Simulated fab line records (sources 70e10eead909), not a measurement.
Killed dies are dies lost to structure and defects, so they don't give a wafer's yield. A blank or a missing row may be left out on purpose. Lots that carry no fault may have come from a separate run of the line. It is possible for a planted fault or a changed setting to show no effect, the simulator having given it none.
fab line records :: flow nand_harc
[record]
  lots = 14
  wafers = 42
  last_day = 24
route steps=1159 shown A_STAIRCASE@734 A_SGD_CUT@757
lots that met no fault: taken from a fault-free run of the same line
start_h: start of the lot's first displayed wafer, in hours after the record's first day :: wait_h: time in hours since the lot's previous step :: " same as the row above :: L1.1+2: several wafers, shown together as one row :: - no value, or no start was given :: * or withheld: withheld :: < > ~ a bound
route shown NAME@n: names a module that has steps shown in the file, with the first one's number in the route :: usual: mean and standard deviation over wafers with no fault :: same: alike in all rows :: chamber/n: place in a boat :: sites: each site's reading :: _std_site: their standard deviation :: _edge_site: mean of outer sites minus mean of inner sites :: radius_mm: how far each site lies from the wafer's centre :: mask NAME#n: copy n :: behind: the tool/chamber that last shaped the wafer :: hold: what put the lot on hold/how long, in hours/how the hold closed :: device: the n, p or np transistor that did not switch :: end of line: the tests these same wafers got at the end of their route :: a step with no rows: only its recipe :: killed: not the wafer's yield, but the dies lost to structure and defects at the first sort :: map: a wafer's dies, x killed, . not, _ none there
set.NAME: setting as actually run; set.NAME@STEP: the setting as run at that earlier step :: model.NAME: the simulator's own value behind a step, which no gauge read
route steps across a sampled set of lots; one table per step, one row per wafer
services: when a tool's chamber went out of use (start_h, in hours from the record's first day, below 0 if earlier), for how many hours, and the reason
[[steps]]
[step NHARC_A_STAIRCASE_CMP_152]
[usual]
  motor_current_A = 11.8/1.1
lot.wafer: L808.3
tool: cmp-03
chamber: 0
start_h: 300.75
wait_h: 0.1
motor_current_A: 12.5

lot.wafer: L808.2
tool: cmp-03
chamber: 1
start_h: 300.75
wait_h: 0.1
motor_current_A: 13.3

lot.wafer: L808.6
tool: cmp-03
chamber: 0
start_h: 300.75
wait_h: 0.1
motor_current_A: 12.2

lot.wafer: L809.3
tool: cmp-03
chamber: 2
start_h: 320.42
wait_h: 0.1
motor_current_A: 10.4

lot.wafer: L809.4
tool: cmp-03
chamber: 3
start_h: 320.42
wait_h: 0.1
motor_current_A: 12.3

lot.wafer: L809.2
tool: cmp-03
chamber: 0
start_h: 320.42
wait_h: 0.1
motor_current_A: 11.9

lot.wafer: L812.1
tool: cmp-02
chamber: 1
start_h: 328.98
wait_h: 0.1
motor_current_A: 11.2

lot.wafer: L812.2
tool: cmp-02
chamber: 2
start_h: 328.98
wait_h: 0.1
motor_current_A: 13.0

lot.wafer: L812.5
tool: cmp-02
chamber: 2
start_h: 328.98
wait_h: 0.1
motor_current_A: 13.5

lot.wafer: L811.2
tool: cmp-02
chamber: 1
start_h: 329.52
wait_h: 0.1
motor_current_A: 11.3

lot.wafer: L811.1
tool: cmp-02
chamber: 0
start_h: 329.52
wait_h: 0.1
motor_current_A: 11.4

lot.wafer: L811.6
tool: cmp-02
chamber: 2
start_h: 329.52
wait_h: 0.1
motor_current_A: 13.8

lot.wafer: L814.2
tool: cmp-04
chamber: 3
start_h: 351.43
wait_h: 0.1
motor_current_A: 11.0

lot.wafer: L814.1
tool: cmp-04
chamber: 0
start_h: 351.43
wait_h: 0.1
motor_current_A: 11.7

lot.wafer: L814.4
tool: cmp-04
chamber: 1
start_h: 351.43
wait_h: 0.1
motor_current_A: 11.3

lot.wafer: L818.2
tool: cmp-02
chamber: 0
start_h: 366.50
wait_h: 0.1
motor_current_A: 11.4

lot.wafer: L818.4
tool: cmp-02
chamber: 1
start_h: 366.50
wait_h: 0.1
motor_current_A: 11.4

lot.wafer: L818.5
tool: cmp-02
chamber: 3
start_h: 366.50
wait_h: 0.1
motor_current_A: 9.9

lot.wafer: L819.2
tool: cmp-04
chamber: 0
start_h: 377.68
wait_h: 0.1
motor_current_A: 12.1

lot.wafer: L819.5
tool: cmp-04
chamber: 2
start_h: 377.68
wait_h: 0.1
motor_current_A: 11.4

lot.wafer: L819.6
tool: cmp-04
chamber: 3
start_h: 377.68
wait_h: 0.1
motor_current_A: 11.2

lot.wafer: L820.1
tool: cmp-02
chamber: 1
start_h: 377.79
wait_h: 0.1
motor_current_A: 11.6

lot.wafer: L820.2
tool: cmp-02
chamber: 3
start_h: 377.79
wait_h: 0.1
motor_current_A: 10.2

lot.wafer: L820.4
tool: cmp-02
chamber: 0
start_h: 377.79
wait_h: 0.1
motor_current_A: 10.6

lot.wafer: L825.3
tool: cmp-03
chamber: 0
start_h: 417.23
wait_h: 0.1
motor_current_A: 12.4

lot.wafer: L825.2
tool: cmp-03
chamber: 2
start_h: 417.23
wait_h: 0.1
motor_current_A: 10.9

lot.wafer: L825.6
tool: cmp-03
chamber: 3
start_h: 417.23
wait_h: 0.1
motor_current_A: 13.0

lot.wafer: L827.3
tool: cmp-04
chamber: 2
start_h: 417.55
wait_h: 0.1
motor_current_A: 11.6

lot.wafer: L827.1
tool: cmp-04
chamber: 0
start_h: 417.55
wait_h: 0.1
motor_current_A: 11.6

lot.wafer: L827.6
tool: cmp-04
chamber: 2
start_h: 417.55
wait_h: 0.1
motor_current_A: 12.3

lot.wafer: L829.4
tool: cmp-02
chamber: 3
start_h: 433.30
wait_h: 0.1
motor_current_A: 10.3

lot.wafer: L829.2
tool: cmp-02
chamber: 0
start_h: 433.30
wait_h: 0.1
motor_current_A: 12.0

lot.wafer: L829.5
tool: cmp-02
chamber: 2
start_h: 433.30
wait_h: 0.1
motor_current_A: 13.5

lot.wafer: L828.4
tool: cmp-04
chamber: 0
start_h: 433.51
wait_h: 0.1
motor_current_A: 11.2

lot.wafer: L828.2
tool: cmp-04
chamber: 3
start_h: 433.51
wait_h: 0.1
motor_current_A: 10.9

lot.wafer: L828.6
tool: cmp-04
chamber: 0
start_h: 433.51
wait_h: 0.1
motor_current_A: 12.1

lot.wafer: L826.2
tool: cmp-02
chamber: 0
start_h: 433.55
wait_h: 0.1
motor_current_A: 11.3

lot.wafer: L826.1
tool: cmp-02
chamber: 1
start_h: 433.55
wait_h: 0.1
motor_current_A: 11.6

lot.wafer: L826.4
tool: cmp-02
chamber: 2
start_h: 433.55
wait_h: 0.1
motor_current_A: 13.8

lot.wafer: L830.4
tool: cmp-02
chamber: 1
start_h: 447.61
wait_h: 0.1
motor_current_A: 11.3

lot.wafer: L830.3
tool: cmp-02
chamber: 0
start_h: 447.61
wait_h: 0.1
motor_current_A: 10.7

lot.wafer: L830.5
tool: cmp-02
chamber: 1
start_h: 447.61
wait_h: 0.1
motor_current_A: 11.8
[step NHARC_A_STAIRCASE_DEP_471]
[recipe]
  target_thk_a = 1000
  temp_c = 400
  pressure_torr = 6.5
  rf_w = 900
  teos_flow_sccm = 161.4
  flow_sccm = 2650
  target_thk_nm = 100
  gas = O2
  material = SiO2
[usual]
  heater_power_outer_w = 293/55
  heater_power_w = 533/88
  throttle_valve_pct = 15.8/0.41
lot.wafer: L808.2
tool: pecvd-01
chamber: 1
start_h: 303.69
wait_h: -
heater_power_outer_w: 381
heater_power_w: 604
throttle_valve_pct: 16.0

lot.wafer: L808.3
tool: pecvd-01
chamber: 0
start_h: 303.69
wait_h: -
heater_power_outer_w: 248
heater_power_w: 468
throttle_valve_pct: 15.9

lot.wafer: L808.6
tool: pecvd-01
chamber: 2
start_h: 303.69
wait_h: -
heater_power_outer_w: 398
heater_power_w: 701
throttle_valve_pct: 15.4

lot.wafer: L809.3
tool: pecvd-01
chamber: 1
start_h: 321.56
wait_h: -
heater_power_outer_w: 341
heater_power_w: 584
throttle_valve_pct: 15.9

lot.wafer: L809.2
tool: pecvd-01
chamber: 2
start_h: 321.56
wait_h: -
heater_power_outer_w: 403
heater_power_w: 727
throttle_valve_pct: 15.5

lot.wafer: L809.4
tool: pecvd-01
chamber: 1
start_h: 321.56
wait_h: -
heater_power_outer_w: 330
heater_power_w: 568
throttle_valve_pct: 16.0

lot.wafer: L812.2
tool: pecvd-01
chamber: 2
start_h: 330.19
wait_h: -
heater_power_outer_w: 425
heater_power_w: 763
throttle_valve_pct: 15.6

lot.wafer: L812.1
tool: pecvd-01
chamber: 1
start_h: 330.19
wait_h: -
heater_power_outer_w: 346
heater_power_w: 587
throttle_valve_pct: 15.8

lot.wafer: L812.5
tool: pecvd-01
chamber: 1
start_h: 330.19
wait_h: -
heater_power_outer_w: 346
heater_power_w: 586
throttle_valve_pct: 16.4

lot.wafer: L811.1
tool: pecvd-03
chamber: 0
start_h: 330.89
wait_h: -
heater_power_outer_w: 257
heater_power_w: 482
throttle_valve_pct: 16.2

lot.wafer: L811.2
tool: pecvd-03
chamber: 1
start_h: 330.89
wait_h: -
heater_power_outer_w: 318
heater_power_w: 554
throttle_valve_pct: 15.8

lot.wafer: L811.6
tool: pecvd-03
chamber: 0
start_h: 330.89
wait_h: -
heater_power_outer_w: 261
heater_power_w: 478
throttle_valve_pct: 16.0

lot.wafer: L814.1
tool: pecvd-03
chamber: 1
start_h: 352.53
wait_h: -
heater_power_outer_w: 329
heater_power_w: 574
throttle_valve_pct: 15.4

lot.wafer: L814.2
tool: pecvd-03
chamber: 0
start_h: 352.53
wait_h: -
heater_power_outer_w: 273
heater_power_w: 515
throttle_valve_pct: 16.0

lot.wafer: L814.4
tool: pecvd-03
chamber: 0
start_h: 352.53
wait_h: -
heater_power_outer_w: 272
heater_power_w: 501
throttle_valve_pct: 16.2

lot.wafer: L818.2
tool: pecvd-03
chamber: 1
start_h: 367.63
wait_h: -
heater_power_outer_w: 256
heater_power_w: 466
throttle_valve_pct: 15.6

lot.wafer: L818.5
tool: pecvd-03
chamber: 0
start_h: 367.63
wait_h: -
heater_power_outer_w: 221
heater_power_w: 418
throttle_valve_pct: 15.9

lot.wafer: L818.4
tool: pecvd-03
chamber: 2
start_h: 367.63
wait_h: -
heater_power_outer_w: 195
heater_power_w: 371
throttle_valve_pct: 15.2

lot.wafer: L819.2
tool: pecvd-03
chamber: 0
start_h: 379.15
wait_h: -
heater_power_outer_w: 267
heater_power_w: 507
throttle_valve_pct: 16.1

lot.wafer: L819.6
tool: pecvd-03
chamber: 0
start_h: 379.15
wait_h: -
heater_power_outer_w: 270
heater_power_w: 486
throttle_valve_pct: 16.2

lot.wafer: L819.5
tool: pecvd-03
chamber: 1
start_h: 379.15
wait_h: -
heater_power_outer_w: 271
heater_power_w: 498
throttle_valve_pct: 15.8

lot.wafer: L820.1
tool: pecvd-03
chamber: 1
start_h: 379.79
wait_h: -
heater_power_outer_w: 266
heater_power_w: 479
throttle_valve_pct: 15.9

lot.wafer: L820.2
tool: pecvd-03
chamber: 0
start_h: 379.79
wait_h: -
heater_power_outer_w: 284
heater_power_w: 498
throttle_valve_pct: 15.9

lot.wafer: L820.4
tool: pecvd-03
chamber: 2
start_h: 379.79
wait_h: -
heater_power_outer_w: 241
heater_power_w: 420
throttle_valve_pct: 15.3

lot.wafer: L825.2
tool: pecvd-04
chamber: 1
start_h: 418.36
wait_h: -
heater_power_outer_w: 272
heater_power_w: 535
throttle_valve_pct: 15.4

lot.wafer: L825.3
tool: pecvd-04
chamber: 2
start_h: 418.36
wait_h: -
heater_power_outer_w: 300
heater_power_w: 533
throttle_valve_pct: 16.0

lot.wafer: L825.6
tool: pecvd-04
chamber: 0
start_h: 418.36
wait_h: -
heater_power_outer_w: 273
heater_power_w: 542
throttle_valve_pct: 16.0

lot.wafer: L827.3
tool: pecvd-04
chamber: 0
start_h: 418.65
wait_h: -
heater_power_outer_w: 295
heater_power_w: 563
throttle_valve_pct: 15.9

lot.wafer: L827.1
tool: pecvd-04
chamber: 1
start_h: 418.65
wait_h: -
heater_power_outer_w: 283
heater_power_w: 540
throttle_valve_pct: 15.4

lot.wafer: L827.6
tool: pecvd-04
chamber: 0
start_h: 418.65
wait_h: -
heater_power_outer_w: 305
heater_power_w: 578
throttle_valve_pct: 15.9

lot.wafer: L829.2
tool: pecvd-03
chamber: 1
start_h: 434.43
wait_h: -
heater_power_outer_w: 313
heater_power_w: 544
throttle_valve_pct: 15.9

lot.wafer: L829.4
tool: pecvd-03
chamber: 0
start_h: 434.43
wait_h: -
heater_power_outer_w: 235
heater_power_w: 462
throttle_valve_pct: 16.3

lot.wafer: L829.5
tool: pecvd-03
chamber: 1
start_h: 434.43
wait_h: -
heater_power_outer_w: 322
heater_power_w: 554
throttle_valve_pct: 15.9

lot.wafer: L828.2
tool: pecvd-04
chamber: 0
start_h: 434.64
wait_h: -
heater_power_outer_w: 290
heater_power_w: 575
throttle_valve_pct: 16.0

lot.wafer: L828.6
tool: pecvd-04
chamber: 2
start_h: 434.64
wait_h: -
heater_power_outer_w: 268
heater_power_w: 478
throttle_valve_pct: 16.2

lot.wafer: L828.4
tool: pecvd-04
chamber: 0
start_h: 434.64
wait_h: -
heater_power_outer_w: 290
heater_power_w: 563
throttle_valve_pct: 16.3

lot.wafer: L826.2
tool: pecvd-01
chamber: 1
start_h: 434.71
wait_h: -
heater_power_outer_w: 367
heater_power_w: 625
throttle_valve_pct: 15.7

lot.wafer: L826.1
tool: pecvd-01
chamber: 2
start_h: 434.71
wait_h: -
heater_power_outer_w: 358
heater_power_w: 675
throttle_valve_pct: 15.7

lot.wafer: L826.4
tool: pecvd-01
chamber: 2
start_h: 434.71
wait_h: -
heater_power_outer_w: 359
heater_power_w: 684
throttle_valve_pct: 15.8

lot.wafer: L830.3
tool: pecvd-04
chamber: 1
start_h: 448.71
wait_h: -
heater_power_outer_w: 289
heater_power_w: 550
throttle_valve_pct: 15.7

lot.wafer: L830.5
tool: pecvd-04
chamber: 2
start_h: 448.71
wait_h: -
heater_power_outer_w: 303
heater_power_w: 517
throttle_valve_pct: 16.5

lot.wafer: L830.4
tool: pecvd-04
chamber: 0
start_h: 448.71
wait_h: -
heater_power_outer_w: 275
heater_power_w: 531
throttle_valve_pct: 16.0
[step NHARC_A_SGD_CUT_DEVELOP_08]
[recipe]
  develop_time_s = 35
  dev_temp_c = 23
[usual]
  chill_plate_temp_C = 23.00/0.11
  develop_time_s = 35/0
lot.wafer: L808.2
tool: litho_track-01
chamber: 0
start_h: 305
wait_h: -
chill_plate_temp_C: 23.10
develop_time_s: 35

lot.wafer: L808.3
tool: litho_track-01
chamber: 0
start_h: 305
wait_h: -
chill_plate_temp_C: 23.08
develop_time_s: 35

lot.wafer: L808.6
tool: litho_track-01
chamber: 0
start_h: 305
wait_h: -
chill_plate_temp_C: 22.98
develop_time_s: 35

lot.wafer: L809.2
tool: litho_track-01
chamber: 0
start_h: 322
wait_h: -
chill_plate_temp_C: 22.84
develop_time_s: 35

lot.wafer: L809.3
tool: litho_track-01
chamber: 0
start_h: 322
wait_h: -
chill_plate_temp_C: 23.01
develop_time_s: 35

lot.wafer: L809.4
tool: litho_track-01
chamber: 0
start_h: 322
wait_h: -
chill_plate_temp_C: 22.86
develop_time_s: 35

lot.wafer: L812.1
tool: litho_track-06
chamber: 0
start_h: 331
wait_h: -
chill_plate_temp_C: 23.04
develop_time_s: 35

lot.wafer: L812.2
tool: litho_track-06
chamber: 0
start_h: 331
wait_h: -
chill_plate_temp_C: 23.01
develop_time_s: 35

lot.wafer: L812.5
tool: litho_track-06
chamber: 0
start_h: 331
wait_h: -
chill_plate_temp_C: 23.10
develop_time_s: 35

lot.wafer: L811.1
tool: litho_track-04
chamber: 0
start_h: 332
wait_h: -
chill_plate_temp_C: 23.02
develop_time_s: 35

lot.wafer: L811.2
tool: litho_track-04
chamber: 0
start_h: 332
wait_h: -
chill_plate_temp_C: 23.09
develop_time_s: 35

lot.wafer: L811.6
tool: litho_track-04
chamber: 0
start_h: 332
wait_h: -
chill_plate_temp_C: 23.02
develop_time_s: 35

lot.wafer: L814.1
tool: litho_track-01
chamber: 0
start_h: 353
wait_h: -
chill_plate_temp_C: 22.77
develop_time_s: 35

lot.wafer: L814.2
tool: litho_track-01
chamber: 0
start_h: 353
wait_h: -
chill_plate_temp_C: 22.74
develop_time_s: 35

lot.wafer: L814.4
tool: litho_track-01
chamber: 0
start_h: 353
wait_h: -
chill_plate_temp_C: 22.72
develop_time_s: 35

lot.wafer: L818.2
tool: litho_track-04
chamber: 0
start_h: 369
wait_h: -
chill_plate_temp_C: 23.18
develop_time_s: 35

lot.wafer: L818.4
tool: litho_track-04
chamber: 0
start_h: 369
wait_h: -
chill_plate_temp_C: 23.05
develop_time_s: 35

lot.wafer: L818.5
tool: litho_track-04
chamber: 0
start_h: 369
wait_h: -
chill_plate_temp_C: 23.03
develop_time_s: 35

lot.wafer: L819.2
tool: litho_track-01
chamber: -
start_h: 380
wait_h: -
chill_plate_temp_C: -
develop_time_s: -

lot.wafer: L819.5
tool: litho_track-01
chamber: -
start_h: 380
wait_h: -
chill_plate_temp_C: -
develop_time_s: -

lot.wafer: L819.6
tool: litho_track-01
chamber: -
start_h: 380
wait_h: -
chill_plate_temp_C: -
develop_time_s: -

lot.wafer: L820.1
tool: litho_track-06
chamber: -
start_h: 381
wait_h: -
chill_plate_temp_C: -
develop_time_s: -

lot.wafer: L820.2
tool: litho_track-06
chamber: -
start_h: 381
wait_h: -
chill_plate_temp_C: -
develop_time_s: -

lot.wafer: L820.4
tool: litho_track-06
chamber: -
start_h: 381
wait_h: -
chill_plate_temp_C: -
develop_time_s: -

lot.wafer: L825.2
tool: litho_track-06
chamber: 0
start_h: 419
wait_h: -
chill_plate_temp_C: 22.86
develop_time_s: 35

lot.wafer: L825.3
tool: litho_track-06
chamber: 0
start_h: 419
wait_h: -
chill_plate_temp_C: 22.91
develop_time_s: 35

lot.wafer: L825.6
tool: litho_track-06
chamber: 0
start_h: 419
wait_h: -
chill_plate_temp_C: 23.03
develop_time_s: 35

lot.wafer: L827.1
tool: litho_track-06
chamber: 0
start_h: 419
wait_h: -
chill_plate_temp_C: 23.05
develop_time_s: 35

lot.wafer: L827.3
tool: litho_track-06
chamber: 0
start_h: 419
wait_h: -
chill_plate_temp_C: 22.99
develop_time_s: 35

lot.wafer: L827.6
tool: litho_track-06
chamber: 0
start_h: 419
wait_h: -
chill_plate_temp_C: 23.05
develop_time_s: 35

lot.wafer: L829.2
tool: litho_track-04
chamber: 0
start_h: 435
wait_h: -
chill_plate_temp_C: 23.02
develop_time_s: 35

lot.wafer: L829.4
tool: litho_track-04
chamber: 0
start_h: 435
wait_h: -
chill_plate_temp_C: 22.98
develop_time_s: 35

lot.wafer: L829.5
tool: litho_track-04
chamber: 0
start_h: 435
wait_h: -
chill_plate_temp_C: 23.11
develop_time_s: 35

lot.wafer: L828.2
tool: litho_track-04
chamber: 0
start_h: 435
wait_h: -
chill_plate_temp_C: 23.02
develop_time_s: 35

lot.wafer: L828.4
tool: litho_track-04
chamber: 0
start_h: 435
wait_h: -
chill_plate_temp_C: 23.06
develop_time_s: 35

lot.wafer: L828.6
tool: litho_track-04
chamber: 0
start_h: 435
wait_h: -
chill_plate_temp_C: 23.13
develop_time_s: 35

lot.wafer: L826.1
tool: litho_track-01
chamber: 0
start_h: 436
wait_h: -
chill_plate_temp_C: 23.10
develop_time_s: 35

lot.wafer: L826.2
tool: litho_track-01
chamber: 0
start_h: 436
wait_h: -
chill_plate_temp_C: 22.98
develop_time_s: 35

lot.wafer: L826.4
tool: litho_track-01
chamber: 0
start_h: 436
wait_h: -
chill_plate_temp_C: 23.05
develop_time_s: 35

lot.wafer: L830.3
tool: litho_track-01
chamber: 0
start_h: 450
wait_h: -
chill_plate_temp_C: 22.97
develop_time_s: 35

lot.wafer: L830.4
tool: litho_track-01
chamber: 0
start_h: 450
wait_h: -
chill_plate_temp_C: 22.83
develop_time_s: 35

lot.wafer: L830.5
tool: litho_track-01
chamber: 0
start_h: 450
wait_h: -
chill_plate_temp_C: 22.82
develop_time_s: 35
[step NHARC_A_SGD_CUT_CD_MEAS_09]
[recipe]
  target_cd_nm = 100
  landing_energy_ev = 500
[usual]
  cd_nm = 100.2/0.64
lot.wafer: L808.2
tool: cd_sem-01
chamber: 0
start_h: 305.20
wait_h: -
cd_nm: 99.2

lot.wafer: L808.3
tool: cd_sem-01
chamber: 0
start_h: 305.20
wait_h: -
cd_nm: 99.8

lot.wafer: L808.6
tool: cd_sem-01
chamber: 0
start_h: 305.20
wait_h: -
cd_nm: 99.5

lot.wafer: L809.2
tool: cd_sem-02
chamber: 0
start_h: 322.97
wait_h: -
cd_nm: 100.0

lot.wafer: L809.3
tool: cd_sem-02
chamber: 0
start_h: 322.97
wait_h: -
cd_nm: 99.6

lot.wafer: L809.4
tool: cd_sem-02
chamber: 0
start_h: 322.97
wait_h: -
cd_nm: 100.3

lot.wafer: L812.1
tool: cd_sem-01
chamber: 0
start_h: 331.76
wait_h: -
cd_nm: 102.3

lot.wafer: L812.2
tool: cd_sem-01
chamber: 0
start_h: 331.76
wait_h: -
cd_nm: 101.4

lot.wafer: L812.5
tool: cd_sem-01
chamber: 0
start_h: 331.76
wait_h: -
cd_nm: 100.9

lot.wafer: L811.1
tool: cd_sem-01
chamber: 0
start_h: 332.27
wait_h: -
cd_nm: 99.9

lot.wafer: L811.2
tool: cd_sem-01
chamber: 0
start_h: 332.27
wait_h: -
cd_nm: 99.7

lot.wafer: L811.6
tool: cd_sem-01
chamber: 0
start_h: 332.27
wait_h: -
cd_nm: 100.1

lot.wafer: L814.1
tool: cd_sem-01
chamber: 0
start_h: 353.94
wait_h: -
cd_nm: 99.1

lot.wafer: L814.2
tool: cd_sem-01
chamber: 0
start_h: 353.94
wait_h: -
cd_nm: 99.0

lot.wafer: L814.4
tool: cd_sem-01
chamber: 0
start_h: 353.94
wait_h: -
cd_nm: 99.4

lot.wafer: L818.2
tool: cd_sem-01
chamber: 0
start_h: 369.12
wait_h: -
cd_nm: 100.2

lot.wafer: L818.4
tool: cd_sem-01
chamber: 0
start_h: 369.12
wait_h: -
cd_nm: 100.6

lot.wafer: L818.5
tool: cd_sem-01
chamber: 0
start_h: 369.12
wait_h: -
cd_nm: 100.9

lot.wafer: L819.2
tool: cd_sem-01
chamber: 0
start_h: 380.53
wait_h: -
cd_nm: -

lot.wafer: L819.5
tool: cd_sem-01
chamber: 0
start_h: 380.53
wait_h: -
cd_nm: -

lot.wafer: L819.6
tool: cd_sem-01
chamber: 0
start_h: 380.53
wait_h: -
cd_nm: -

lot.wafer: L820.1
tool: cd_sem-01
chamber: 0
start_h: 381.19
wait_h: -
cd_nm: -

lot.wafer: L820.2
tool: cd_sem-01
chamber: 0
start_h: 381.19
wait_h: -
cd_nm: -

lot.wafer: L820.4
tool: cd_sem-01
chamber: 0
start_h: 381.19
wait_h: -
cd_nm: -

lot.wafer: L825.2
tool: cd_sem-02
chamber: 0
start_h: 419.62
wait_h: -
cd_nm: 100.4

lot.wafer: L825.3
tool: cd_sem-02
chamber: 0
start_h: 419.62
wait_h: -
cd_nm: 99.2

lot.wafer: L825.6
tool: cd_sem-02
chamber: 0
start_h: 419.62
wait_h: -
cd_nm: 100.8

lot.wafer: L827.1
tool: cd_sem-01
chamber: 0
start_h: 420.06
wait_h: -
cd_nm: 101.6

lot.wafer: L827.3
tool: cd_sem-01
chamber: 0
start_h: 420.06
wait_h: -
cd_nm: 100.3

lot.wafer: L827.6
tool: cd_sem-01
chamber: 0
start_h: 420.06
wait_h: -
cd_nm: 99.7

lot.wafer: L829.2
tool: cd_sem-02
chamber: 0
start_h: 435.80
wait_h: -
cd_nm: 100.4

lot.wafer: L829.4
tool: cd_sem-02
chamber: 0
start_h: 435.80
wait_h: -
cd_nm: 99.6

lot.wafer: L829.5
tool: cd_sem-02
chamber: 0
start_h: 435.80
wait_h: -
cd_nm: 100.3

lot.wafer: L828.2
tool: cd_sem-03
chamber: 0
start_h: 436.03
wait_h: -
cd_nm: 100.0

lot.wafer: L828.4
tool: cd_sem-03
chamber: 0
start_h: 436.03
wait_h: -
cd_nm: 100.1

lot.wafer: L828.6
tool: cd_sem-03
chamber: 0
start_h: 436.03
wait_h: -
cd_nm: 99.6

lot.wafer: L826.1
tool: cd_sem-03
chamber: 0
start_h: 436.18
wait_h: -
cd_nm: 100.1

lot.wafer: L826.2
tool: cd_sem-03
chamber: 0
start_h: 436.18
wait_h: -
cd_nm: 100.8

lot.wafer: L826.4
tool: cd_sem-03
chamber: 0
start_h: 436.18
wait_h: -
cd_nm: 99.9

lot.wafer: L830.3
tool: cd_sem-02
chamber: 0
start_h: 450.13
wait_h: -
cd_nm: 99.7

lot.wafer: L830.4
tool: cd_sem-02
chamber: 0
start_h: 450.13
wait_h: -
cd_nm: 99.6

lot.wafer: L830.5
tool: cd_sem-02
chamber: 0
start_h: 450.13
wait_h: -
cd_nm: 100.1
[[services]]
tool: litho_track-06
chamber: -
start_h: 292.00
hours: 7.0
kind: pm

tool: pecvd-03
chamber: -
start_h: 292.26
hours: 13.0
kind: pm

tool: pecvd-03
chamber: 0
start_h: 292.26
hours: 13.0
kind: vent_cycle

tool: cmp-04
chamber: -
start_h: 301.00
hours: 4.0
kind: pm

tool: cmp-04
chamber: -
start_h: 312.39
hours: 0.2
kind: repair

tool: litho_track-04
chamber: -
start_h: 316.00
hours: 7.0
kind: pm

tool: cmp-02
chamber: -
start_h: 324.50
hours: 4.0
kind: pm

tool: cmp-02
chamber: -
start_h: 328.50
hours: -
kind: consumable_replace:conditioner

tool: cmp-02
chamber: -
start_h: 328.50
hours: -
kind: consumable_replace:pad

tool: cmp-04
chamber: -
start_h: 329.77
hours: 0.2
kind: repair

tool: cmp-04
chamber: -
start_h: 336.49
hours: 1.7
kind: repair

tool: pecvd-01
chamber: -
start_h: 349.08
hours: 2.5
kind: repair

tool: cmp-03
chamber: -
start_h: 352.09
hours: 4.0
kind: pm

tool: cmp-02
chamber: -
start_h: 357.94
hours: 1.0
kind: repair

tool: pecvd-04
chamber: -
start_h: 372.34
hours: 0.7
kind: repair

tool: pecvd-01
chamber: 0
start_h: 372.73
hours: 8.4
kind: repair

tool: pecvd-04
chamber: -
start_h: 376.42
hours: 13.0
kind: pm

tool: pecvd-04
chamber: 0
start_h: 398.42
hours: 2.6
kind: repair

tool: cmp-04
chamber: -
start_h: 399.00
hours: 4.0
kind: pm

tool: pecvd-01
chamber: -
start_h: 418.00
hours: 13.0
kind: pm

tool: cmp-02
chamber: -
start_h: 422.50
hours: 4.0
kind: pm

tool: cmp-02
chamber: -
start_h: 426.50
hours: -
kind: consumable_replace:conditioner

tool: cmp-02
chamber: -
start_h: 426.50
hours: -
kind: consumable_replace:pad

tool: litho_track-01
chamber: -
start_h: 443.00
hours: 7.0
kind: pm
[[key]]
[first_sign]
  step = NHARC_A_SGD_CUT_DEVELOP_08
  reading = tool_record
  direction = missing
effect none on later readings
met_at NHARC_A_SGD_CUT_DEVELOP_08
struck_lots L819,L820
later_rows_left_out L819.2,L819.5,L819.6,L820.1,L820.2,L820.4
sort_left_out L819.2,L819.5,L819.6,L820.1,L820.2,L820.4
tester_left_out L819,L820
not_acting_at NHARC_A_STAIRCASE_CMP_152,NHARC_A_STAIRCASE_DEP_471,NHARC_A_SGD_CUT_CD_MEAS_09
onset_between 353 380
[fault]
  kind = skipped_step_whole
  tool = litho_track-01,litho_track-06
  chamber = -
  onset_h = 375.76
  steps = NHARC_A_SGD_CUT_DEVELOP_08
  scope = struck_lots_only
// tester_left_out: of these lots the tester's yield and bins aren't shown, on N5 and GAA mostly nor the transistor test; their killed dies are dies lost to structure and defects alone, not to doping, threshold or leakage, so they don't give the yield
// sort_left_out: the simulated sort isn't trusted on such a fault, so these wafers' sort isn't shown, and their yield isn't known
// later_rows_left_out: the simulator's readings of these wafers behind a module that went badly wrong aren't trusted and aren't shown, but for the sort
